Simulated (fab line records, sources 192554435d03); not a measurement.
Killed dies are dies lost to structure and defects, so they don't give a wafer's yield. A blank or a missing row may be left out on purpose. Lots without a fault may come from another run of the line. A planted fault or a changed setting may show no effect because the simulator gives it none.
Chamber matching | flow n5_finfet | N5_GATE_CUT_ETCH_37 on rie_diel-04: 4 sister chambers
The step etches SOC in N2/H2, target depth 60 nm, overetch 12 nm, time 90 s. 8 wafers are shown with their chamber, then 12 later ones without.

WAFERS WITH THEIR CHAMBER
wafer  | chamber | throttle_valve_pct (%) | showerhead_plenum_p_Torr (Torr)
L083.1 | 2       | 17.29                  | 2.50
L084.4 | 3       | 18.09                  | 2.62
L085.1 | 0       | 18.03                  | 2.63
L085.2 | 2       | 17.30                  | 2.50
L085.6 | 1       | 17.94                  | 2.61
L088.2 | 1       | 17.95                  | 2.61
L088.4 | 3       | 18.10                  | 2.61
L088.5 | 0       | 18.02                  | 2.63

WAFERS WITHOUT THEIR CHAMBER
wafer  | throttle_valve_pct (%) | showerhead_plenum_p_Torr (Torr)
L089.2 | 18.04                  | 2.63
L089.3 | 17.33                  | 2.50
L089.5 | 17.95                  | 2.61
L091.1 | 18.05                  | 2.62
L091.2 | 17.33                  | 2.49
L091.3 | 17.96                  | 2.60
L093.2 | 18.04                  | 2.62
L093.3 | 17.32                  | 2.49
L093.4 | 17.33                  | 2.49
L095.2 | 17.69                  | 2.61
L095.3 | 17.97                  | 2.60
L095.4 | 17.35                  | 2.49

WHICH CHAMBER EACH WENT THROUGH
wafer  | from the rows above     | in truth
L089.2 | 0                       | 0
L089.3 | 2                       | 2
L089.5 | 1                       | 1
L091.1 | can't be placed: 0 or 3 | 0
L091.2 | 2                       | 2
L091.3 | 1                       | 1
L093.2 | 0                       | 0
L093.3 | 2                       | 2
L093.4 | 2                       | 2
L095.2 | 1                       | 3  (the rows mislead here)
L095.3 | 1                       | 1
L095.4 | 2                       | 2
Placed correctly: 10 of 12. Can't be placed from these rows: 1 (the true chamber is among the candidates in 1). Placed wrongly: 1.
How it was worked out, from the rows above alone: a wafer's distance from a chamber is the root of the sum, over the readings, of the square of ((its reading less the chamber's mean) divided by the reading's scatter). The wafer belongs to the nearest chamber; if the next one is less than 2 further off, it can't be placed. A chamber's mean is the mean of its shown wafers. The scatter: the root of (the sum of the squares of (reading less its chamber's mean) over the shown wafers, divided by (wafers less chambers)).
